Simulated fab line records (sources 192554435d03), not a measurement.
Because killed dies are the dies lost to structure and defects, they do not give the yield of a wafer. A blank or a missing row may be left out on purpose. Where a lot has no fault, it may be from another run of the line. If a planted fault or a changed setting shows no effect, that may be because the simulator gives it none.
Split-lot trial ; flow n5-finfet ; route with 1938 steps; 7 lots, 39 wafers read

ABOUT THE SPLIT
At N5_BEOL_M11_TRENCH_ETCH_37 (etches SiCOH lowk in C4F6/O2, target depth 148.83 nm, time 48 s), the setting time-s was moved away from the recipe's 48 s on 15 of the 39 wafers read, by -56.8% to +22.9%. The other wafers ran this setting at the recipe's value.

FROM THE SPLIT TO THE READING: what the file shows between them, 11 steps
- N5_BEOL_M11_ETCH_41: etches SiCN in CH3F/O2, target depth 42.6 nm, time 86 s
- N5_BEOL_M11_STRIP_77: strips in N2/H2, time 10 s
- N5_BEOL_M11_OCD_MEAS_38
- N5_BEOL_M11_HM_STRIP_39: strips TiN in peroxide tin strip, target depth 25 nm, time 158 s
- N5_BEOL_M11_SRD_40: time 30 s
- N5_BEOL_M11_ECD_50: material Cu, target thk 318 nm
- N5_BEOL_M11_ANNEAL_51: time 90 s
- N5_BEOL_M11_CMP_52: polishes, stops on SiCOH lowk, t overpolish 7 s, target thk 140 nm
- N5_BEOL_M11_THK_MEAS_53: measures by xrf
- N5_BEOL_M11_PRE_CLEAN_55: time 15 s
- N5_BEOL_M11_DEP_56: deposits SiCN from 3MS/NH3, target thk 30 nm, time 10.5 s

THE READING
Measured at N5_BEOL_M11_RS_MEAS_57 by four-point probe: M11_RS, in ohm/sq. A value of 0.1515 ohm/sq with a standard deviation of 0.0028 ohm/sq is what fault-free wafers of this fab line usually give.

wafer;tool, chamber at the split;time-s as run, s;against the recipe;M11_RS, ohm/sq;against lot-mates on the recipe
L075.1;rie-diel-05, 0;48;recipe;0.1542;-
L075.2;rie-diel-05, 2;48;recipe;0.1533;-
L075.3;rie-diel-05, 1;48;recipe;0.1500;-
L075.4;rie-diel-05, 3;30;-37.5%;0.2668;+0.1143
L075.5;rie-diel-05, 0;30;-37.5%;0.2710;+0.1185
L075.6;rie-diel-05, 1;30;-37.5%;0.2663;+0.1138
L079.1;rie-diel-04, 1;59;+22.9%;0.1155;-0.0355
L079.2;rie-diel-04, 3;59;+22.9%;0.1184;-0.0326
L079.3;rie-diel-04, 0;59;+22.9%;0.1199;-0.0311
L079.4;rie-diel-04, 2;48;recipe;0.1504;-
L079.5;rie-diel-04, 3;48;recipe;0.1519;-
L079.6;rie-diel-04, 0;48;recipe;0.1507;-
L083.1;rie-diel-02, 1;48;recipe;0.1554;-
L083.2;rie-diel-02, 3;20.75;-56.8%;0.4667;+0.3126
L083.3;rie-diel-02, 0;20.75;-56.8%;0.4686;+0.3145
L083.4;rie-diel-02, 2;48;recipe;0.1528;-
L083.5;rie-diel-02, 3;48;recipe;0.1542;-
L083.6;rie-diel-02, 2;20.75;-56.8%;0.4596;+0.3055
L087.1;rie-diel-04, 2;48;recipe;0.1496;-
L087.2;rie-diel-04, 1;48;recipe;0.1523;-
L087.6;rie-diel-04, 3;48;recipe;0.1563;-
L089.1;rie-diel-02, 3;48;recipe;0.1547;-
L089.2;rie-diel-02, 2;48;recipe;0.1526;-
L089.3;rie-diel-02, 1;48;recipe;0.1529;-
L089.4;rie-diel-02, 3;26.76;-44.2%;0.3234;+0.1700
L089.5;rie-diel-02, 1;26.76;-44.2%;0.3119;+0.1585
L089.6;rie-diel-02, 2;26.76;-44.2%;0.3144;+0.1610
L096.1;rie-diel-04, 2;56.95;+18.6%;0.1209;-0.0278
L096.2;rie-diel-04, 1;48;recipe;0.1476;-
L096.3;rie-diel-04, 0;48;recipe;0.1489;-
L096.4;rie-diel-04, 3;48;recipe;0.1495;-
L096.5;rie-diel-04, 1;56.95;+18.6%;0.1196;-0.0291
L096.6;rie-diel-04, 2;56.95;+18.6%;0.1234;-0.0253
L097.1;rie-diel-02, 0;48;recipe;0.1505;-
L097.2;rie-diel-02, 1;48;recipe;0.1525;-
L097.3;rie-diel-02, 3;48;recipe;0.1586;-
L097.4;rie-diel-02, 2;48;recipe;0.1571;-
L097.5;rie-diel-02, 1;48;recipe;0.1540;-
L097.6;rie-diel-02, 0;48;recipe;0.1508;-

FIT RESULTS
A straight line over all 39 wafers: M11_RS changes by -0.00397 ohm/sq for each +1% of time-s; r = -0.95; the points scatter about the line by 0.032 ohm/sq.
The same after taking each lot's own level away (the mean of its wafers on the recipe; 39 wafers): -0.00394 ohm/sq for each +1%; r = -0.94; scatter 0.032 ohm/sq.
Per that fit: largest time-s move, reading shift of 0.22 ohm/sq.
The lots' own levels span 0.14867 to 0.15413 ohm/sq, that is 2.0 times the standard deviation above.
Hence the lot-to-lot level has little effect on the slope; both slopes agree.
Check: with one of the wafers moved furthest among these (-56.8%) left out of the fit, the line predicts +0.222 ohm/sq for it against its lot-mates. Against them it came out at +0.313 ohm/sq.

THE OTHER SPLITS THESE WAFERS WENT THROUGH
Before the reading, these wafers also passed through other splits. Each is held against what the fit with the lots' levels taken away leaves over:
other split on the same wafers;wafers away from the commonest value;r with M11_RS (lot level and that fit taken away)
N5_PMOS_HMC_CHANNEL_EPI_ETCH_38 target-depth-a;12;+0.01
N5_BEOL_M0_SAQP_PECVD_00 time-s;9;-0.11
N5_BEOL_M1_DEP_57 time-s;18;-0.02
N5_BEOL_M6_PECVD_70 time-s;15;-0.18
N5_BEOL_M8_DEVELOP_10 develop-time-s;12;-0.31

THE WHOLE CHAIN: every reading that the file lists as answering this split, in the file's order
step;what it does;reading;change (the file's fit);r (the file's)
N5_BEOL_M11_TRENCH_ETCH_37;etches SiCOH lowk in C4F6/O2, target depth 148.83 nm, time 48 s;BEOL_M11.feature-depth-nm (the simulator's own value, which no gauge read);+1.47 nm for each +1% of the setting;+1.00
N5_BEOL_M11_TRENCH_ETCH_37;etches SiCOH lowk in C4F6/O2, target depth 148.83 nm, time 48 s;etch.depth-nm (the simulator's own value, which no gauge read);+1.47 nm for each +1% of the setting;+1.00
N5_BEOL_M11_TRENCH_ETCH_37;etches SiCOH lowk in C4F6/O2, target depth 148.83 nm, time 48 s;TiN_of_BEOL_M11_HM_DEP_02.thk-nm (the simulator's own value, which no gauge read);-0.0398 nm for each +1% of the setting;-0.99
N5_BEOL_M11_OCD_MEAS_38;;trench-depth-nm;+1.47 nm for each +1% of the setting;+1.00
N5_BEOL_M11_CMP_52;polishes, stops on SiCOH lowk, t overpolish 7 s, target thk 140 nm;Cu_of_BEOL_M11_ECD_50.thk-nm (the simulator's own value, which no gauge read);+1.48 nm for each +1% of the setting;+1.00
N5_BEOL_M11_THK_MEAS_53;measures by xrf;M11_THK;+1.44 for each +1% of the setting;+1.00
N5_BEOL_M11_RS_MEAS_57;measures by four-point-probe;M11_RS;-0.00408 for each +1% of the setting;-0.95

FILE'S OWN FIT
M11_RS changes by -0.00408 ohm/sq for each +1% of time-s, r = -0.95.
